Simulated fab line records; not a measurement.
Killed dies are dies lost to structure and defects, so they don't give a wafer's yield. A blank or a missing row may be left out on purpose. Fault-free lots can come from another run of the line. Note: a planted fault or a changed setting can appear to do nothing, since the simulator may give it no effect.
A struck lot beside a sound one + flow nand-harc + 15 steps out of a route of 1302
Sound: wafers L834.1, L834.4, L834.5. Struck: wafers L846.1, L846.2, L846.3. The cause is named last.
Order at every step that has rows: each side's tool, ch and its chambers, its first start. Under that, the readings that differ: sound wafers + struck wafers + difference of the means + sigmas: that difference in standard deviations of wafers without a fault.
alike: same words and numbers on both sides, and readings whose means sit less than 2 such deviations apart. not compared: any withheld reading, any reading some wafer has no value for, any bound like >300 that may hide the same value, and any number with overlapping values for which the record gives no deviation.
A row with sigmas, a row that says differs or no value, or rows on one side alone: a step with any of these is where the two part. Numbers that have no deviation but don't overlap get no sigmas and don't part them. Lack of a reading on every wafer of one side parts them only where that side has two or more wafers.

first, 1 step without rows for these wafers: NHARC_A_CHANNEL_HOLE_D1_STRIP_43 (strips in O2/COS).
NHARC_A_CHANNEL_HOLE_D1_ETCH_44: etches the open film in CF4/O2, target depth 140 nm, overetch 14 nm, time 77 s.
  sound on rie-diel-06 ch 1,2, day 8 10:26; struck on rie-diel-06 ch 0,2,3, day 13 16:30
  alike: drypump-motor-current-A, oes-product-au, rf-fwd-power-W, rf-vpp-V, showerhead-plenum-p-Torr, throttle-valve-pct
  not compared: rf-hours-counter-h
NHARC_A_CHANNEL_HOLE_D1_STRIP_27: strips in O2.
  sound on rie-diel-06 ch 1,2,3; struck on rie-diel-06 ch 0,2,3
  alike: drypump-motor-current-A, oes-product-au, rf-vpp-V, showerhead-plenum-p-Torr, throttle-valve-pct
  not compared: rf-hours-counter-h
then, 2 steps without rows for these wafers: NHARC_A_CHANNEL_HOLE_D1_PRECLEAN_28 (cleans in SC1); NHARC_A_CHANNEL_HOLE_D1_SRD_29.
NHARC_A_CHANNEL_HOLE_D1_CD_MEAS_30:
  struck on cd-sem-03, day 13 17:17; sound on cd-sem-03, day 8 11:13
  alike: cd-nm
NHARC_A_CHANNEL_HOLE_D1_XSEM_31:
  sound on xsem-02 ch 0, day 8 11:19; struck on xsem-02 ch 0, day 13 17:23
| reading            | sound             | struck         | difference | sigmas |
|--------------------|-------------------|----------------|------------|--------|
| bot-cd-nm (nm)     | 71.2 70.4 72.5    | 74.5 74.0 77.3 | +3.9       | +2     |
| tilt-deg (degrees) | -0.03 -0.03 -0.03 | 0.12 0.12 0.12 | +0.15      | +3     |
  alike: bow-nm
NHARC_A_CHANNEL_HOLE_D1_INSPECT_40:
  struck on defect-inspect-01, day 13 17:29; sound on defect-inspect-02, day 8 11:25
  alike: raw-defect-count
then, 3 steps without rows for these wafers: NHARC_A_CHANNEL_FILL_D1_PRECLEAN_00 (cleans in SC1); NHARC_A_CHANNEL_FILL_D1_SRD_01; NHARC_A_CHANNEL_FILL_D1_ALD_02 (deposits SiO2, target thk 6 nm, pulse time 10 s, ald cycles 60).
NHARC_A_CHANNEL_FILL_D1_ALD_03: deposits SiNx, target thk 6 nm, pulse time 60 s, ald cycles 58.
  sound on ald-sin-batch-01 ch 0; struck on ald-sin-batch-02 ch 0
  alike: ald-cycles, precursor-pulse-height-rel
NHARC_A_CHANNEL_FILL_D1_ALD_14: deposits SiO2, target thk 2.5 nm, pulse time 10 s, ald cycles 25.
  sound on ald-hk-01 ch 0,1,2, day 8 18:38; struck on ald-hk-02 ch 0,1,2, day 14 00:41
| reading    | sound    | struck   | difference | sigmas |
|------------|----------|----------|------------|--------|
| ald-cycles | 25 25 25 | 28 28 28 | +3         |        |
  alike: heater-power-w, precursor-pulse-height-rel
NHARC_A_CHANNEL_FILL_D1_ALD_15: deposits SiNx, target thk 2 nm, pulse time 60 s, ald cycles 19.
  sound on ald-sin-batch-01 ch 0; struck on ald-sin-batch-01 ch 0
  alike: ald-cycles, precursor-pulse-height-rel
-- the record jumps here: 15 days lie between the struck wafers' starts before and after (it left off in module A_CHANNEL_FILL_D1 and takes up again in module END, whose first step shown is number 1302 of the route) --
NHARC_END_SORT_01:
  only the struck wafers appear in the record here, on prober-01 ch 0 at day 28 22:09; the sound ones have no rows

WHERE THEY PART
At NHARC_A_CHANNEL_HOLE_D1_XSEM_31 first; at NHARC_END_SORT_01 last (within this record only).

WHY: what the simulator had put in
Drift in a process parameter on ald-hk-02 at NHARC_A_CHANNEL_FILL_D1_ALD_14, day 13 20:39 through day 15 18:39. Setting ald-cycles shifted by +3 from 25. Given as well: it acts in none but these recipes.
